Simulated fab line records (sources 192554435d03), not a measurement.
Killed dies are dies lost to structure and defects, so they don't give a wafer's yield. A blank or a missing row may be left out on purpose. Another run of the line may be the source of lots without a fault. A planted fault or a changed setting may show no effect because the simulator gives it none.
Split-lot experiment	flow n5Finfet	21 wafers read across 7 lots, on a route 1938 steps long

SPLIT DETAILS
At N5_HKMG_FIN_COAT_06 (resist thk 90 nm), the setting spinRpm was moved away from the recipe's 1500 rpm on 7 of the 21 wafers read, by -11.1% to +8.7%. For the rest of the wafers, this setting stayed at what the recipe calls for.

FROM THE SPLIT TO THE READING: what the file shows between them, 5 steps
- N5_HKMG_FIN_EXPOSE_09: exposes mask NWFM (also split here: doseMj)
- N5_HKMG_FIN_PEB_10: peb time 60 s
- N5_HKMG_FIN_DEVELOP_11: develop time 30 s
- N5_HKMG_FIN_CD_MEAS_12: target cd 92.8 nm
- N5_HKMG_FIN_DESCUM_17: chemistry O2, time 7.9 s

THE READING
CAR-ArF_of_HKMG_FIN_COAT_06.thkNm (the simulator's own value, which no gauge read), in nm, at N5_HKMG_FIN_ETCH_31 (etches SiARC in CF4, target depth 45.5 nm, time 75.8 s). There is no usual value for it anywhere in the file. Across the 14 wafers here that went through the recipe, the average is 50.8 nm and the standard deviation 0.34 nm.

wafer	tool, chamber at the split	spinRpm as run, rpm	against the recipe	CAR-ArF_of_HKMG_FIN_COAT_06.thkNm, nm	against lot-mates on the recipe
L077.1	lithoTrack-02, 0	1617	+7.8%	47.6	-3.3
L077.3	lithoTrack-02, 0	1500	recipe	51	-
L077.5	lithoTrack-02, 0	1500	recipe	50.8	-
L078.2	lithoTrack-02, 0	1630	+8.7%	46.6	-4.2
L078.3	lithoTrack-02, 0	1500	recipe	50.8	-
L078.5	lithoTrack-02, 0	1630	+8.7%	46.8	-4.0
L085.2	lithoTrack-02, 0	1500	recipe	50.2	-
L085.4	lithoTrack-02, 0	1500	recipe	50.6	-
L085.5	lithoTrack-02, 0	1500	recipe	50.6	-
L086.1	lithoTrack-03, 0	1333	-11.1%	56.4	+5.2
L086.3	lithoTrack-03, 0	1333	-11.1%	56.6	+5.4
L086.4	lithoTrack-03, 0	1500	recipe	51.2	-
L089.2	lithoTrack-04, 0	1500	recipe	50.4	-
L089.3	lithoTrack-04, 0	1500	recipe	50.8	-
L089.5	lithoTrack-04, 0	1500	recipe	50.8	-
L091.2	lithoTrack-02, 0	1500	recipe	50.6	-
L091.4	lithoTrack-02, 0	1398	-6.8%	54	+3.4
L091.5	lithoTrack-02, 0	1398	-6.8%	54	+3.4
L095.1	lithoTrack-03, 0	1500	recipe	50.8	-
L095.3	lithoTrack-03, 0	1500	recipe	51.2	-
L095.6	lithoTrack-03, 0	1500	recipe	51.6	-

THE FIT
A straight line over all 21 wafers: CAR-ArF_of_HKMG_FIN_COAT_06.thkNm changes by -0.482 nm for each +1% of spinRpm; r = -0.99; the points scatter about the line by 0.34 nm.
The same after taking each lot's own level away (the mean of its wafers on the recipe; 21 wafers): -0.473 nm for each +1%; r = -1.00; scatter 0.2 nm.
Per that fit: largest spinRpm move, reading shift of 5.3 nm.
Across the lots, their own levels run from 50.47 to 51.20 nm, a range of 2.1 times the standard deviation given above.
The two slopes agree, so the slope changes little with the lot-to-lot level.
Check: for one of the wafers moved furthest among these (-11.1%), held out of the fit, the line's prediction against its lot-mates is +5.34 nm. It came out at +5.2 nm against them.

THE OTHER SPLITS THESE WAFERS WENT THROUGH
These wafers also went through other splits before the reading. Each is held against what the fit with the lots' levels taken away leaves over:
other split on the same wafers	wafers away from the commonest value	r with CAR-ArF_of_HKMG_FIN_COAT_06.thkNm (lot level and that fit taken away)
N5_SDB_COAT_05 spinRpm	9	-0.23
N5_HKMG_FIN_ETCH_55 biasW	6	-0.07
N5_HKMG_FIN_CVD_62 tempC	8	-0.11
N5_HKMG_FIN_EXPOSE_09 doseMj	4	+0.06

THE WHOLE CHAIN: every reading that the file lists as answering this split, in the file's order
step	what it does	reading	change (the file's fit)	r (the file's)
N5_HKMG_FIN_COAT_06	resist thk 90 nm	CAR-ArF_of_HKMG_FIN_COAT_06.thkNm (the simulator's own value, which no gauge read)	-0.456 nm for each +1% of the setting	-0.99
N5_HKMG_FIN_ETCH_31	etches SiARC in CF4, target depth 45.5 nm, time 75.8 s	CAR-ArF_of_HKMG_FIN_COAT_06.thkNm (the simulator's own value, which no gauge read)	-0.468 nm for each +1% of the setting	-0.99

THE FILE'S OWN FIT
CAR-ArF_of_HKMG_FIN_COAT_06.thkNm changes by -0.468 nm for each +1% of spinRpm, r = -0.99.
